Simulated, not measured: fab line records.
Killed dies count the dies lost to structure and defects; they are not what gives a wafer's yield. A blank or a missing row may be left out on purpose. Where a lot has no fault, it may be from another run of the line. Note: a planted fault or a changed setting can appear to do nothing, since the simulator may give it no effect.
One fault through the eyes of 2 desks    flow n5_finfet    only its own numbers are on each desk; what lay behind them is given at the end

FOR THE TOOL OWNER'S DESK: litho_track-01
The tool's own readings at N5_BEOL_M0_CUTY_COAT_50 (time 60 s, resist thk 15 nm): means of the sampled wafers that have a number, for each lot that ran on this tool. Any lot whose mean is over 4 standard deviations away from the usual mean is out of limits and marked OUT; that distance is given in the brackets.
Columns: A = heater_power_total_W at N5_BEOL_M0_CUTY_COAT_50, usual 427.7 W; B = resist_line_temp_C at N5_BEOL_M0_CUTY_COAT_50, usual 22.99 C; C = spin_speed_rpm at N5_BEOL_M0_CUTY_COAT_50, usual 1500.0 rpm
lot   first seen here  A      B      C
L251  day 5 15:57      427.8  22.99  1498.5
L253  day 6 05:25      427.8  23.06  1500.9
L258  day 7 09:01      428.0  22.83  1501.3
L263  day 8 16:07      427.8  23.16  1218.2 (-99 or more) OUT
L266  day 9 16:01      430.4  22.97  1217.9 (-99 or more) OUT
This desk's finding: out of limits on L263, L266; first on L263, day 8 16:07 (spin_speed_rpm at N5_BEOL_M0_CUTY_COAT_50). L251, L253, L258 stayed within limits.

FROM THE METROLOGY DESK
What the gauges read, lot by lot, whatever tool the lot ran on: means of the sampled wafers that have a number. Any lot whose mean is over 4 standard deviations away from the usual mean is out of limits and marked OUT; that distance is given in the brackets. Readings shown: 7 of its 12, picked as those furthest out on some lot.
Columns: A = DIBL_N at N5_BEOL_M4_RC_MEAS_101, usual 36.3 mV/V; B = IOFF_N at N5_BEOL_M4_RC_MEAS_101, usual 0.157 nA/um; C = IOFF_P at N5_BEOL_M4_RC_MEAS_101, usual 0.206 nA/um; D = ION_P at N5_BEOL_M4_RC_MEAS_101, usual 461 uA/um; E = SS_N at N5_BEOL_M4_RC_MEAS_101, usual 71.5 mV/dec; F = SS_P at N5_BEOL_M4_RC_MEAS_101, usual 73.2 mV/dec; G = VT_P at N5_BEOL_M4_RC_MEAS_101, usual -250.6 mV
lot   first seen here  A     B      C      D    E     F     G
L251  day 5 14:53      35.3  0.130  0.174  455  71.2  72.7  -254.5
L252  day 6 01:34      35.8  0.145  0.190  463  70.7  73.4  -251.6
L253  day 6 04:21      36.6  0.152  0.209  457  72.0  73.6  -251.4
L254  day 6 08:49      36.1  0.173  0.198  463  71.6  73.7  -252.2
L257  day 7 04:37      38.4  0.178  0.222  467  71.8  73.6  -249.2
L258  day 7 07:59      36.5  0.191  0.251  464  72.0  73.9  -247.4
L263  day 8 14:58      37.2  0.165  0.212  459  72.0  73.0  -252.1
L266  day 9 14:58      36.3  0.145  0.220  463  71.5  72.9  -247.2
L269  day 10 03:20     37.2  0.170  0.243  472  72.3  73.4  -245.9
L271  day 10 19:45     35.2  0.150  0.212  468  71.4  73.5  -247.9
Finding of this desk: none of the 10 lots has anything out of limits.

ALL TOGETHER
The tool owner's desk could have raised an alarm at day 8 16:07, on L263, L266.
The metrology desk saw nothing out of limits.
The metrology desk holds a record of L263, L266, inside its limits.
Of the lots named, all ran N5_BEOL_M0_CUTY_COAT_50 on litho_track-01.

WHAT HAD BEEN PUT IN BY THE SIMULATOR
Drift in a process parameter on litho_track-01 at N5_BEOL_M0_CUTY_COAT_50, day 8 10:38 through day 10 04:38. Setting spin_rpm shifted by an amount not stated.
Lots struck among those shown: L263, L266.
Time in hours from fault onset to the first out-of-limits reading at each desk: the tool owner's desk, 5.
